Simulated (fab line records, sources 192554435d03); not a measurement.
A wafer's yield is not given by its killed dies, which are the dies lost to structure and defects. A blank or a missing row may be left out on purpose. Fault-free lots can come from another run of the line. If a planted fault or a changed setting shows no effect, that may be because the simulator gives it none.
fab line records	flow n5-finfet
record: lots: 10	wafers: 30	last-day: 17
route steps=1938 shown BEOL_M2@901 BEOL_M4@1111 PASSIVATION@1936
lots that met no fault: taken from a fault-free run of the same line
start-h: start of the lot's first displayed wafer, in hours after the record's first day	wait-h: hours elapsed since this lot's preceding step	" same as the row above	L1.1+2: several wafers, shown together as one row	- no value, or no start was given	* or withheld: withheld	< > ~ a bound
route shown NAME@n: NAME is a module with steps in the file, n the number in the route of the first one	usual: the fault-free wafers' mean and standard deviation	same: alike in all rows	chamber/n: place in a boat	sites: per-site readings	_std_site: standard deviation of those values	_edge_site: the outer-site mean with the inner-site mean subtracted	radius-mm: how far each site lies from the wafer's centre	mask NAME#n: copy n	behind: the last tool/chamber to shape the wafer	hold: why the lot went on hold/how many hours it stayed there/how the hold came to an end	device: transistor that didn't switch, given as n, p or np	end of line: the tests these same wafers got at the end of their route	a step without rows: its recipe alone	killed: count of dies lost to structure and defects at first sort (not the wafer's yield)	map: per-die view of a wafer (x killed, . not killed, _ where there is no die)
set.NAME: the run value of the setting; set.NAME@STEP: its run value at that earlier step	model.NAME: the simulator's own value behind a step, which no gauge read
route steps across a sampled set of lots; one table per step, one row per wafer
services: from which hour (start-h, from the record's first day; less than 0 if before it) a tool's chamber was out of use, for how many hours, and why
== steps ==
step: N5_BEOL_M2_ALD_84
recipe: material: TaN	target-thk-a: *	temp-c: 275	ald-precursor-family: PDMAT	ald-co-reactant: NH3	pressure-torr: 3	carrier-flow-sccm: 1500	pulse-time-s: 2	purge-time-s: 3	co-reactant-purge-time-s: 2	co-reactant-pulse-time-s: 3	ald-cycles: 30	precursor-vessel-temp-c: 75	precursor-vessel-pressure-torr: 26.25	precursor-vessel-carrier-sccm: 1000
usual: ald-cycles: 30/0	chamber-pressure-Torr: 3.000/0.0064	co-reactant-purge-time-s: 2/0	heater-power-outer-w: 232/19	heater-power-w: 412/32
lot.wafer	tool	chamber	start-h	wait-h	ald-cycles	chamber-pressure-Torr	co-reactant-purge-time-s	heater-power-outer-w	heater-power-w
L248.1	ald-metal-04	1	152.39	0.1	30	3.003	2	223	407
L248.2	"	3	"	"	30	3.004	2	244	424
L248.4	"	0	"	"	30	3.000	2	213	373
L249.1	ald-metal-03	1	169.43	0.1	30	2.995	2	228	385
L249.5	"	0	"	"	30	3.005	2	244	447
L249.6	"	1	"	"	30	3.000	2	233	379
L250.2	ald-metal-04	0	177.95	0.0	30	3.008	2	217	370
L250.3	"	3	"	"	30	2.994	2	244	438
L250.5	"	3	"	"	30	3.000	2	244	425
L261.1	ald-metal-04	2	233.94	0.1	-	-	-	-	-
L261.4	"	1	"	"	-	-	-	-	-
L261.6	"	0	"	"	-	-	-	-	-
L262.4	ald-metal-04	2	241.76	0.0	-	-	-	-	-
L262.5	"	0	"	"	-	-	-	-	-
L262.6	"	3	"	"	-	-	-	-	-
L263.1	ald-metal-03	3	259.86	0.1	-	-	-	-	-
L263.2	"	0	"	"	-	-	-	-	-
L263.4	"	2	"	"	-	-	-	-	-
L265.4	ald-metal-04	2	260.35	0.1	30	3.009	2	238	447
L265.5	"	1	"	"	30	2.990	2	220	417
L265.6	"	2	"	"	30	3.013	2	238	447
L266.1	ald-metal-01	3	263.39	0.0	30	3.001	2	257	443
L266.3	"	2	"	"	30	2.990	2	254	433
L266.6	"	0	"	"	30	3.010	2	230	424
L267.1	ald-metal-01	3	268.49	0.1	30	3.003	2	244	447
L267.5	"	0	"	"	30	3.008	2	231	415
L267.6	"	1	"	"	30	3.005	2	246	423
L268.1	ald-metal-01	2	270.99	0.0	30	3.003	2	252	448
L268.2	"	0	"	"	30	3.015	2	227	422
L268.6	"	2	"	"	30	3.008	2	259	443
step: N5_BEOL_M2_SURFACE_TREAT_85
recipe: gas: Ar	time-s: *	ion-energy-ev: *	ion-current-ma-cm2: 0.5	pressure-mtorr: *	ar-flow-sccm: 30
usual: ar-flow-sccm: 30.01/0.094	throttle-valve-pct: *
same: time-s: *
lot.wafer	tool	chamber	start-h	wait-h	ar-flow-sccm	throttle-valve-pct
L248.1	pvd-sputter-03	-	152.73	0.2	29.99	*
L248.2	"	-	"	"	29.91	*
L248.4	"	-	"	"	30.00	*
L249.1	pvd-sputter-03	-	169.75	0.2	30.05	*
L249.5	"	-	"	"	30.15	*
L249.6	"	-	"	"	30.02	*
L250.2	pvd-sputter-03	-	178.22	0.2	30.03	*
L250.3	"	-	"	"	30.01	*
L250.5	"	-	"	"	29.87	*
L261.1	pvd-sputter-03	-	234.34	0.3	30.03	*
L261.4	"	-	"	"	30.03	*
L261.6	"	-	"	"	30.06	*
L262.4	pvd-sputter-03	-	241.99	0.1	30.13	*
L262.5	"	-	"	"	30.10	*
L262.6	"	-	"	"	29.96	*
L263.1	pvd-sputter-02	-	260.20	0.2	30.16	*
L263.2	"	-	"	"	30.02	*
L263.4	"	-	"	"	30.04	*
L265.4	pvd-sputter-01	-	260.63	0.2	29.96	*
L265.5	"	-	"	"	30.14	*
L265.6	"	-	"	"	30.02	*
L266.1	pvd-sputter-03	-	263.62	0.1	29.85	*
L266.3	"	-	"	"	30.04	*
L266.6	"	-	"	"	30.21	*
L267.1	pvd-sputter-03	-	268.79	0.2	29.92	*
L267.5	"	-	"	"	29.98	*
L267.6	"	-	"	"	29.83	*
L268.1	pvd-sputter-01	-	271.23	0.1	29.96	*
L268.2	"	-	"	"	29.84	*
L268.6	"	-	"	"	29.84	*
step: N5_BEOL_M2_SPUTTER_48
recipe: material: Cu	target-thk-a: 45	temp-c: -20	chamber-pressure-pa: 0.07	power-w: withheld	time-s: 8.29
usual: throttle-valve-pct: 30.0/1.2
same: time-s: 8.29
lot.wafer	tool	chamber	start-h	wait-h	throttle-valve-pct
L248.1	pvd-sputter-01	-	153.01	0.1	30.3
L248.2	"	-	"	"	27.8
L248.4	"	-	"	"	31.7
L249.1	pvd-sputter-03	-	170.01	0.1	30.1
L249.5	"	-	"	"	29.7
L249.6	"	-	"	"	31.8
L250.2	pvd-sputter-03	-	178.50	0.1	31.5
L250.3	"	-	"	"	29.6
L250.5	"	-	"	"	29.6
L261.1	pvd-sputter-02	-	234.68	0.1	28.7
L261.4	"	-	"	"	29.0
L261.6	"	-	"	"	28.7
L262.4	pvd-sputter-01	-	242.28	0.0	30.2
L262.5	"	-	"	"	30.0
L262.6	"	-	"	"	31.7
L263.1	pvd-sputter-02	-	260.43	0.1	28.6
L263.2	"	-	"	"	30.7
L263.4	"	-	"	"	28.9
L265.4	pvd-sputter-03	-	261.02	0.1	29.9
L265.5	"	-	"	"	29.9
L265.6	"	-	"	"	29.5
L266.1	pvd-sputter-01	-	265.43	1.5	27.6
L266.3	"	-	"	"	31.8
L266.6	"	-	"	"	30.3
L267.1	pvd-sputter-01	-	269.21	0.2	30.3
L267.5	"	-	"	"	31.9
L267.6	"	-	"	"	27.9
L268.1	pvd-sputter-01	-	271.47	0.1	28.0
L268.2	"	-	"	"	31.7
L268.6	"	-	"	"	31.8
step: N5_BEOL_M2_ANNEAL_49
recipe: temp-c: 400	time-s: 240	ambient: vacuum
usual: heater-power-w: 804/61	susceptor_temp_C_max: 401.0/0.31
same: time-s: 240
lot.wafer	tool	chamber	start-h	wait-h	heater-power-w	susceptor_temp_C_max
L248.1	pvd-sputter-01	-	153.09	0.0	893	401.8
L248.2	"	-	"	"	809	400.6
L248.4	"	-	"	"	792	401.1
L249.1	pvd-sputter-03	-	170.09	0.0	790	400.8
L249.5	"	-	"	"	889	401.3
L249.6	"	-	"	"	773	400.7
L250.2	pvd-sputter-03	-	178.58	0.0	783	401.2
L250.3	"	-	"	"	903	401.4
L250.5	"	-	"	"	911	401.2
L261.1	pvd-sputter-02	-	234.76	0.0	757	400.4
L261.4	"	-	"	"	713	401.0
L261.6	"	-	"	"	751	400.6
L262.4	pvd-sputter-01	-	242.36	0.0	733	401.1
L262.5	"	-	"	"	871	400.9
L262.6	"	-	"	"	792	400.8
L263.1	pvd-sputter-02	-	260.51	0.0	756	400.7
L263.2	"	-	"	"	742	400.9
L263.4	"	-	"	"	694	401.3
L265.4	pvd-sputter-03	-	261.10	0.0	890	400.9
L265.5	"	-	"	"	827	401.3
L265.6	"	-	"	"	897	401.1
L266.1	pvd-sputter-01	-	265.51	0.0	819	400.5
L266.3	"	-	"	"	800	401.5
L266.6	"	-	"	"	740	401.0
L267.1	pvd-sputter-01	-	269.29	0.0	875	400.8
L267.5	"	-	"	"	801	401.2
L267.6	"	-	"	"	823	400.6
L268.1	pvd-sputter-01	-	271.55	0.0	795	400.9
L268.2	"	-	"	"	784	400.8
L268.6	"	-	"	"	791	401.1
step: N5_BEOL_M2_CMP_52
recipe: stop-on: SiOC	t-overpolish-s: 6.8	down-force-psi: 1	platen-rpm: 50	clearing-platen-down-force-psi: 1.5	clearing-platen-rpm: 50	post-cmp-clean: cu-alkaline	target-thk-nm: 40	clearing-platen-pad-velocity-m-s: 0.99484	pad-velocity-m-s: 0.99484
usual: barrier-field-endpoint-s: 24.7/0.56	motor-current-A: 6.1/0.67
lot.wafer	tool	chamber	start-h	wait-h	barrier-field-endpoint-s	motor-current-A
L248.1	cmp-03	0	155.53	0.3	24.5	6.6
L248.2	"	1	"	"	24.8	6.3
L248.4	"	2	"	"	24.5	5.0
L249.1	cmp-03	2	172.82	0.4	24.1	5.2
L249.5	"	3	"	"	24.2	6.3
L249.6	"	0	"	"	24.4	6.7
L250.2	cmp-04	1	180.76	0.2	24.6	7.2
L250.3	"	2	"	"	24.3	5.7
L250.5	"	2	"	"	25.3	5.7
L261.1	cmp-02	0	237.02	0.3	22.5	6.0
L261.4	"	1	"	"	23.6	4.7
L261.6	"	2	"	"	23.8	5.0
L262.4	cmp-03	2	244.61	0.2	22.9	5.3
L262.5	"	0	"	"	23.2	6.7
L262.6	"	1	"	"	24.0	6.3
L263.2	cmp-04	2	262.68	0.2	22.5	5.9
L263.1	"	3	"	"	22.0	5.9
L263.4	"	0	"	"	22.8	5.8
L265.4	cmp-03	1	263.41	0.2	25.1	6.5
L265.5	"	3	"	"	24.5	6.3
L265.6	"	0	"	"	24.7	6.8
L266.3	cmp-02	2	267.83	0.3	25.3	5.4
L266.1	"	3	"	"	24.2	6.2
L266.6	"	2	"	"	25.5	5.4
L267.1	cmp-04	3	271.64	0.4	25.4	6.2
L267.5	"	0	"	"	25.4	5.8
L267.6	"	1	"	"	25.2	7.1
L268.1	cmp-02	3	273.94	0.3	23.1	6.6
L268.2	"	1	"	"	24.7	4.8
L268.6	"	3	"	"	23.8	6.4
step: N5_BEOL_M4_RC_MEAS_101
usual: DIBL_N: 36.3/1.7	DIBL_P: 36.3/2.2	IOFF_N: 0.16/0.034	IOFF_P: 0.21/0.038	ION_N: 673/13	ION_P: 461/8.3	SS_N: 71.5/0.55	SS_P: 73.3/0.67	VT_N: 250/3.4	VT_P: -251/3.5
lot.wafer	tool	chamber	start-h	wait-h	DIBL_N[mV/V]	DIBL_P[mV/V]	IOFF_N[nA/um]	IOFF_P[nA/um]	ION_N[uA/um]	ION_P[uA/um]	SS_N[mV/dec]	SS_P[mV/dec]	VT_N[mV]	VT_P[mV]
L248.1	prober-02	0	187.30	0.0	33.0	31.4	0.10	0.14	658	456	71.1	71.6	256	-255
L248.2	"	0	"	"	35.9	35.7	0.15	0.19	667	461	71.4	73.1	253	-254
L248.4	"	0	"	"	35.8	35.9	0.14	0.20	672	464	71.2	73.4	252	-253
L249.1	prober-01	0	193.51	0.0	37.5	39.8	0.24	0.25	685	460	72.3	73.0	243	-250
L249.5	"	0	"	"	35.6	37.9	0.21	0.21	682	458	71.8	72.4	245	-249
L249.6	"	0	"	"	39.1	42.1	0.29	0.29	690	464	73.6	74.3	239	-245
L250.2	prober-01	0	205.16	0.2	34.6	33.7	0.13	0.17	665	451	71.7	72.1	253	-254
L250.3	"	0	"	"	39.0	39.7	0.23	0.27	695	472	72.1	73.6	245	-248
L250.5	"	0	"	"	37.8	38.0	0.19	0.25	684	464	71.8	74.3	248	-248
L265.4	prober-02	0	287.43	0.5	39.4	39.6	0.22	0.27	699	475	71.7	73.7	244	-247
L265.5	"	0	"	"	35.8	34.8	0.13	0.18	669	462	71.5	72.2	255	-251
L265.6	"	0	"	"	37.2	37.5	0.18	0.23	688	471	71.2	74.1	248	-250
L266.1	prober-01	0	290.26	0.0	35.2	35.0	0.12	0.20	673	474	71.0	72.3	252	-250
L266.3	"	0	"	"	39.5	41.1	0.22	0.32	702	489	71.9	74.4	244	-243
L266.6	"	0	"	"	39.0	38.8	0.19	0.28	686	479	71.5	73.7	246	-244
L267.1	prober-02	0	293.52	0.0	36.2	34.5	0.15	0.20	660	455	72.0	73.7	249	-250
L267.5	"	0	"	"	34.7	33.2	0.13	0.17	667	455	70.9	73.3	250	-255
L267.6	"	0	"	"	35.2	33.5	0.14	0.18	661	450	71.3	73.4	251	-251
L268.1	prober-02	0	296.96	0.0	36.2	35.5	0.14	0.17	662	453	71.2	73.1	253	-256
L268.2	"	0	"	"	38.1	37.5	0.18	0.20	671	455	71.8	73.8	248	-251
L268.6	"	0	"	"	38.4	38.9	0.20	0.23	693	465	71.8	74.1	248	-253
step: N5_PASSIVATION_PROBE_49
usual: defect-limited-yield: 91.4/1.6	killed_at_M0_to_M3: 34/10	killed_at_M4_up: 12/4.8	killed-at-contacts: 11/6.2	killed-at-front-end: 39/13	killed-at-other: 4/3.1	killed-dies: 101/19	killed-on-rim: 13/4.1	killed-open: 67/14	killed-short: 32/8.3	sort_bin_4_leakage: 0/0	sort_bin_5_function: 5.0/1	sort_bin_6_memory: 3.2/0.76	sort-n-pass: 1079/19	sort-yield-pct: 91.4/1.6
same: gross-dies: 1180	killed-at-back-side: 0	sort_bin_8_speed[%]: 0
lot.wafer	tool	chamber	start-h	wait-h	defect-limited-yield[%]	killed_at_M0_to_M3	killed_at_M4_up	killed-at-contacts	killed-at-front-end	killed-at-other	killed-dies	killed-on-rim	killed-open	killed-short	sort_bin_4_leakage[%]	sort_bin_5_function[%]	sort_bin_6_memory[%]	sort-n-pass	sort-yield-pct[%]
L249.1	prober-02	-	288.24	0.0	91.4	50	6	7	33	6	102	9	67	34	0	5.2	2.9	1078	91.4
L249.5	prober-02	-	288.44	0.2	89.0	29	9	15	72	5	130	14	87	42	0	6.6	4.2	1050	89.0
L249.6	prober-02	-	288.49	0.3	91.8	38	13	10	34	2	97	13	67	29	0	4.6	3.6	1083	91.8
L248.1	prober-01	-	292.29	0.0	92.3	37	17	4	30	3	91	12	59	32	0	5.0	2.6	1089	92.3
L248.2	prober-01	-	292.34	0.1	92.4	30	9	11	32	8	90	16	56	32	0	4.5	2.6	1090	92.4
L248.4	prober-01	-	292.44	0.2	91.7	19	17	9	38	15	98	15	54	39	0	4.8	2.7	1082	91.7
L250.2	prober-01	-	297.36	0.1	90.2	51	10	10	43	2	116	20	80	34	0	5.6	4.1	1064	90.2
L250.3	prober-01	-	297.41	0.1	92.5	39	15	6	27	2	89	10	62	27	0	4.4	3.0	1091	92.5
L250.5	prober-01	-	297.51	0.2	92.4	40	12	6	28	4	90	10	51	35	0	5.1	2.1	1090	92.4
L261.1	prober-02	-	352.34	0.0	0	1107	12	22	36	3	1180	152	66	28	91.86	5.3	2.7	0	0
L261.4	prober-02	-	352.49	0.2	0	1122	7	7	40	4	1180	152	46	28	93.56	4.0	2.0	0	0
L261.6	prober-02	-	352.59	0.3	0	1130	17	15	15	3	1180	152	56	30	92.71	4.0	3.1	0	0
L262.4	prober-02	-	376.87	0.2	0	1115	5	18	39	3	1180	152	75	36	90.42	5.8	3.5	0	0
L262.5	prober-02	-	376.92	0.2	0	1115	17	14	26	8	1180	152	80	28	90.68	5.6	3.4	0	0
L262.6	prober-02	-	376.97	0.3	0	1109	6	20	40	5	1180	152	80	41	89.75	6.3	3.5	0	0
L263.1	prober-02	-	383.11	0.0	0	1100	28	10	39	3	1180	152	65	35	91.44	4.9	3.3	0	0
L263.2	prober-02	-	383.16	0.1	0	1111	14	6	48	1	1180	152	64	37	91.44	6.0	2.3	0	0
L263.4	prober-02	-	383.26	0.2	0	1087	18	14	46	15	1180	152	83	42	89.24	6.1	4.2	0	0
L265.4	prober-02	-	392.51	0.2	89.0	29	18	21	59	3	130	14	84	46	0	5.7	4.9	1050	89.0
L265.5	prober-02	-	392.56	0.2	93.5	17	14	7	38	1	77	9	52	23	0	4.1	2.4	1103	93.5
L265.6	prober-02	-	392.61	0.3	92.5	18	9	19	39	3	88	11	50	37	0	4.2	2.8	1092	92.5
L266.1	prober-01	-	398.43	0.0	93.2	30	7	8	32	3	80	3	56	19	0	4.1	2.1	1100	93.2
L266.3	prober-01	-	398.53	0.1	89.9	57	11	13	27	11	119	16	66	50	0	6.3	3.2	1061	89.9
L266.6	prober-01	-	398.68	0.3	93.4	27	11	10	29	1	78	13	55	23	0	3.4	2.9	1102	93.4
L267.1	prober-02	-	398.46	0.0	94.0	32	12	4	22	1	71	7	49	21	0	3.1	3.0	1109	94.0
L267.5	prober-02	-	398.66	0.2	93.1	26	13	16	26	1	82	9	46	35	0	4.4	2.5	1098	93.1
L267.6	prober-02	-	398.71	0.3	93.4	26	6	7	31	8	78	10	50	28	0	4.1	2.4	1102	93.4
L268.1	prober-01	-	402.43	0.0	93.2	32	10	6	26	6	80	7	55	24	0	4.2	2.5	1100	93.2
L268.2	prober-01	-	402.48	0.1	92.3	46	10	3	30	2	91	8	64	26	0	4.7	2.6	1089	92.3
L268.6	prober-01	-	402.68	0.3	93.8	38	6	4	24	1	73	8	41	31	0	3.5	2.5	1107	93.8
killed by level:class
L249.1 BEOL_M0_SAQP:geometric-particle:short=13 BEOL_M2:geometric-particle:open=12 BEOL_M0_SAQP:geometric-particle:open=8 STI_FIN_REVEAL:geometric-particle:open=7 MOL_CONTACT_COAG:geometric-particle:open=7 BEOL_M1:geometric-particle:open=6 FIN_SAQP:geometric-particle:open=5 FIN_SAQP:geometric-particle:short=5
L249.5 FIN_SAQP:geometric-particle:open=27 MOL_CONTACT_COAG:geometric-particle:open=10 BEOL_M0_SAQP:geometric-particle:short=9 FIN_SAQP:geometric-particle:short=8 DUMMY_GATE:geometric-particle:open=7 STI_FIN_REVEAL:geometric-particle:open=6 GATE_CUT:geometric-particle:open=6 GATE_CUT:geometric-particle:short=5
L249.6 BEOL_M0_SAQP:geometric-particle:open=13 BEOL_M2:geometric-particle:open=10 STI_FIN_REVEAL:geometric-particle:open=9 BEOL_M0_SAQP:geometric-particle:short=8 MOL_CONTACT_COAG:geometric-particle:open=6 BEOL_M7:geometric-particle:open=5 FIN_SAQP:geometric-particle:short=4 FIN_SAQP:geometric-particle:open=4
L248.1 BEOL_M3:geometric-particle:open=11 FIN_SAQP:geometric-particle:short=8 STI_FIN_REVEAL:geometric-particle:open=6 BEOL_M0_SAQP:geometric-particle:open=6 BEOL_M0_SAQP:geometric-particle:short=6 BEOL_M2:geometric-particle:open=6 BEOL_M4:geometric-particle:open=6 MOL_CONTACT_COAG:geometric-particle:open=4
L248.2 FIN_SAQP:geometric-particle:short=13 MOL_CONTACT_COAG:geometric-particle:open=10 STI_FIN_REVEAL:geometric-particle:open=8 BEOL_M2:geometric-particle:open=8 BEOL_M3:geometric-particle:open=7 BEOL_M0_SAQP:geometric-particle:open=5 BEOL_M0_SAQP:geometric-particle:short=5 BEOL_M1:geometric-particle:open=4
L248.4 FIN_SAQP:geometric-particle:short=9 MOL_CONTACT_COAG:geometric-particle:open=8 BEOL_M0_SAQP:geometric-particle:short=7 BEOL_M4:geometric-particle:open=7 STI_FIN_REVEAL:geometric-particle:open=6 PASS1_CAP:geometric-particle:short=6 DUMMY_GATE:geometric-particle:open=4 STARTING-WAFER:geometric-particle:short=4
L250.2 FIN_SAQP:geometric-particle:open=9 STI_FIN_REVEAL:geometric-particle:open=9 BEOL_M0_SAQP:geometric-particle:open=9 BEOL_M2:geometric-particle:open=9 MOL_CONTACT_COAG:geometric-particle:open=8 BEOL_M1:geometric-particle:open=8 BEOL_M3:geometric-particle:open=8 BEOL_M0_SAQP:geometric-particle:short=7
L250.3 BEOL_M3:geometric-particle:open=17 BEOL_M4:geometric-particle:open=8 FIN_SAQP:geometric-particle:short=7 BEOL_M2:geometric-particle:open=6 FIN_SAQP:geometric-particle:open=5 MOL_CONTACT_COAG:geometric-particle:open=5 BEOL_M0_SAQP:geometric-particle:open=5 BEOL_M1:geometric-particle:open=5
L250.5 BEOL_M3:geometric-particle:open=11 FIN_SAQP:geometric-particle:short=8 BEOL_M0_SAQP:geometric-particle:open=8 BEOL_M1:geometric-particle:open=6 BEOL_M3:geometric-particle:short=5 BEOL_M0_SAQP:geometric-particle:short=4 DUMMY_GATE:geometric-particle:open=3 GATE_CUT:geometric-particle:short=3
L261.1 BEOL_M2:area-ald=1067 MOL_CONTACT_COAG:geometric-particle:open=21 M2:area-ald=17 FIN_SAQP:geometric-particle:open=7 GATE_CUT:geometric-particle:short=6 FIN_SAQP:geometric-particle:short=4 DUMMY_GATE:geometric-particle:open=4 BEOL_M0_SAQP:geometric-particle:open=4
L261.4 BEOL_M2:area-ald=1078 M2:area-ald=26 STI_FIN_REVEAL:geometric-particle:open=8 MOL_CONTACT_COAG:geometric-particle:open=6 BEOL_M3:geometric-particle:open=6 FIN_SAQP:geometric-particle:short=4 FIN_SAQP:geometric-particle:open=4 STI_FIN_REVEAL:geometric-particle:short=4
L261.6 BEOL_M2:area-ald=1072 M2:area-ald=22 MOL_CONTACT_COAG:geometric-particle:open=10 BEOL_M2:geometric-particle:open=10 BEOL_M1:geometric-particle:open=6 MOL_CONTACT_COAG:geometric-particle:short=5 BEOL_M0_SAQP:geometric-particle:short=5 BEOL_M1:geometric-particle:short=5
L262.4 BEOL_M2:area-ald=1044 M2:area-ald=23 MOL_CONTACT_COAG:geometric-particle:open=12 BEOL_M2:geometric-particle:open=12 STI_FIN_REVEAL:geometric-particle:open=9 BEOL_M3:geometric-particle:open=9 BEOL_M1:geometric-particle:short=7 GATE_CUT:geometric-particle:open=6
L262.5 BEOL_M2:area-ald=1050 M2:area-ald=20 MOL_CONTACT_COAG:geometric-particle:open=14 BEOL_M3:geometric-particle:open=11 BEOL_M0_SAQP:geometric-particle:open=10 STI_FIN_REVEAL:geometric-particle:open=7 BEOL_M1:geometric-particle:short=6 BEOL_M1:geometric-particle:open=5
L262.6 BEOL_M2:area-ald=1040 M2:area-ald=19 MOL_CONTACT_COAG:geometric-particle:open=16 FIN_SAQP:geometric-particle:open=14 BEOL_M3:geometric-particle:open=13 BEOL_M0_SAQP:geometric-particle:open=11 BEOL_M0_SAQP:geometric-particle:short=8 FIN_SAQP:geometric-particle:short=6
L263.1 BEOL_M2:area-ald=1065 M2:area-ald=14 BEOL_M4:geometric-particle:open=11 STI_FIN_REVEAL:geometric-particle:open=7 MOL_CONTACT_COAG:geometric-particle:open=7 FIN_SAQP:geometric-particle:short=6 FIN_SAQP:geometric-particle:open=5 BEOL_M5:geometric-particle:open=5
L263.2 BEOL_M2:area-ald=1055 M2:area-ald=24 FIN_SAQP:geometric-particle:open=13 STI_FIN_REVEAL:geometric-particle:open=13 BEOL_M4:geometric-particle:open=8 BEOL_M3:geometric-particle:open=6 BEOL_M2:geometric-particle:short=6 MOL_CONTACT_COAG:geometric-particle:open=5
L263.4 BEOL_M2:area-ald=1034 M2:area-ald=19 STI_FIN_REVEAL:geometric-particle:open=11 BEOL_M3:geometric-particle:open=10 MOL_CONTACT_COAG:geometric-particle:open=10 BEOL_M4:geometric-particle:open=10 BEOL_M1:geometric-particle:open=9 FIN_SAQP:geometric-particle:open=8
L265.4 MOL_CONTACT_COAG:geometric-particle:open=18 STI_FIN_REVEAL:geometric-particle:open=15 FIN_SAQP:geometric-particle:short=14 FIN_SAQP:geometric-particle:open=9 BEOL_M4:geometric-particle:open=9 BEOL_M2:geometric-particle:open=8 BEOL_M0_SAQP:geometric-particle:short=7 DUMMY_GATE:geometric-particle:open=6
L265.5 FIN_SAQP:geometric-particle:short=8 BEOL_M4:geometric-particle:open=7 FIN_SAQP:geometric-particle:open=6 MOL_CONTACT_COAG:geometric-particle:open=6 STI_FIN_REVEAL:geometric-particle:open=5 DUMMY_GATE:geometric-particle:open=5 GATE_CUT:geometric-particle:short=4 BEOL_M0_SAQP:geometric-particle:open=4
L265.6 MOL_CONTACT_COAG:geometric-particle:open=17 FIN_SAQP:geometric-particle:short=9 BEOL_M0_SAQP:geometric-particle:short=7 GATE_CUT:geometric-particle:short=6 BEOL_M1:geometric-particle:open=6 FIN_SAQP:geometric-particle:open=5 STI_FIN_REVEAL:geometric-particle:open=5 DUMMY_GATE:geometric-particle:open=4
L266.1 BEOL_M3:geometric-particle:open=10 FIN_SAQP:geometric-particle:open=6 MOL_CONTACT_COAG:geometric-particle:open=6 BEOL_M2:geometric-particle:open=5 FIN_SAQP:geometric-particle:short=5 GATE_CUT:geometric-particle:open=5 BEOL_M1:geometric-particle:open=5 BEOL_M0_SAQP:geometric-particle:short=4
L267.1 BEOL_M2:geometric-particle:open=9 BEOL_M4:geometric-particle:open=7 BEOL_M1:geometric-particle:open=7 BEOL_M3:geometric-particle:open=7 STI_FIN_REVEAL:geometric-particle:open=4 FIN_SAQP:geometric-particle:short=3 MOL_CONTACT_COAG:geometric-particle:open=3 BEOL_M0_SAQP:geometric-particle:open=3
L266.3 BEOL_M0_SAQP:geometric-particle:open=19 BEOL_M0_SAQP:geometric-particle:short=14 MOL_CONTACT_COAG:geometric-particle:open=12 BEOL_M2:geometric-particle:open=8 FIN_SAQP:geometric-particle:short=6 BEOL_M3:geometric-particle:open=6 PASS1_CAP:geometric-particle:short=6 GATE_CUT:geometric-particle:short=5
L267.5 MOL_CONTACT_COAG:geometric-particle:open=9 MOL_CONTACT_COAG:geometric-particle:short=7 FIN_SAQP:geometric-particle:open=6 BEOL_M0_SAQP:geometric-particle:open=6 BEOL_M1:geometric-particle:short=5 BEOL_M4:geometric-particle:open=5 DUMMY_GATE:geometric-particle:short=4 BEOL_M0_SAQP:geometric-particle:short=4
L266.6 MOL_CONTACT_COAG:geometric-particle:open=9 BEOL_M2:geometric-particle:open=9 STI_FIN_REVEAL:geometric-particle:open=7 BEOL_M0_SAQP:geometric-particle:short=6 BEOL_M0_SAQP:geometric-particle:open=6 BEOL_M4:geometric-particle:open=4 FIN_SAQP:geometric-particle:open=3 DUMMY_GATE:geometric-particle:open=3
L267.6 FIN_SAQP:geometric-particle:open=7 MOL_CONTACT_COAG:geometric-particle:open=7 BEOL_M1:geometric-particle:open=7 BEOL_M0:geometric-particle:open=6 FIN_SAQP:geometric-particle:short=5 PASS1_CAP:geometric-particle:short=4 FIN_CUT:geometric-particle:open=3 BEOL_M0_SAQP:geometric-particle:open=3
L268.1 BEOL_M1:geometric-particle:open=11 BEOL_M0_SAQP:geometric-particle:open=7 BEOL_M3:geometric-particle:open=7 BEOL_M5:geometric-particle:open=6 STI_FIN_REVEAL:geometric-particle:open=5 MOL_CONTACT_COAG:geometric-particle:open=5 BEOL_M0_SAQP:geometric-particle:short=5 FIN_CUT:geometric-particle:short=4
L268.2 BEOL_M1:geometric-particle:open=14 STI_FIN_REVEAL:geometric-particle:open=13 BEOL_M0_SAQP:geometric-particle:open=9 FIN_SAQP:geometric-particle:open=8 BEOL_M0_SAQP:geometric-particle:short=8 BEOL_M1:geometric-particle:short=5 FIN_SAQP:geometric-particle:short=4 BEOL_M5:geometric-particle:open=4
L268.6 BEOL_M3:geometric-particle:open=10 BEOL_M3:geometric-particle:short=9 BEOL_M1:geometric-particle:open=7 FIN_SAQP:geometric-particle:short=6 BEOL_M0_SAQP:geometric-particle:open=5 FIN_SAQP:geometric-particle:open=4 STI_FIN_REVEAL:geometric-particle:open=3 MOL_CONTACT_COAG:geometric-particle:open=3
== services ==
tool	chamber	start-h	hours	kind
cmp-04	-	131.63	1.2	repair
pvd-sputter-03	-	143.41	1.6	repair
cmp-02	-	145.78	18.0	pm
cmp-04	-	161.29	6.6	pm
cmp-02	-	165.54	4.0	pm
cmp-02	-	169.54	-	consumable-replace:conditioner
cmp-02	-	169.54	-	consumable-replace:pad
cmp-04	-	172.14	2.8	repair
cmp-03	-	174.24	0.8	repair
ald-metal-01	2	180.10	2.0	repair
cmp-02	-	196.89	0.9	repair
cmp-04	-	198.57	4.0	pm
cmp-04	-	202.57	-	consumable-replace:conditioner
cmp-04	-	202.57	-	consumable-replace:pad
cmp-03	-	255.25	4.0	pm
ald-metal-01	1	257.19	8.1	repair
cmp-03	-	259.25	-	consumable-replace:conditioner
cmp-03	-	259.25	-	consumable-replace:pad
== key ==
first-sign: step: N5_BEOL_M2_ALD_84	reading: tool-record	direction: missing
effect: step: N5_BEOL_M2_CMP_52	reading: barrier-field-endpoint-s	direction: down	sigmas: 3	usual: 24.7	struck: 23.0
effect: step: N5_PASSIVATION_PROBE_49	reading: sort_bin_4_leakage	direction: up	sigmas: 99+	usual: 0	struck: 91.23
more-kills-born-at: N5_BEOL_M2_ALD_84@ald-metal-04: 6475	N5_BEOL_M2_ALD_84@ald-metal-03: 3211
met-at N5_BEOL_M2_ALD_84
struck-lots L261,L262,L263
later-rows-left-out L261.1,L261.4,L261.6,L262.4,L262.5,L262.6,L263.1,L263.2,L263.4
not-acting-at N5_BEOL_M2_SURFACE_TREAT_85,N5_BEOL_M2_SPUTTER_48,N5_BEOL_M2_ANNEAL_49
onset-between 177.95 233.94
fault: kind: skipped-step-whole	tool: ald-metal-03,ald-metal-04	chamber: -	onset-h: 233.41	steps: N5_BEOL_M2_ALD_84	scope: struck-lots-only
later-rows-left-out: the simulator's readings of these wafers behind a module that went badly wrong aren't trusted and aren't shown, but for the sort
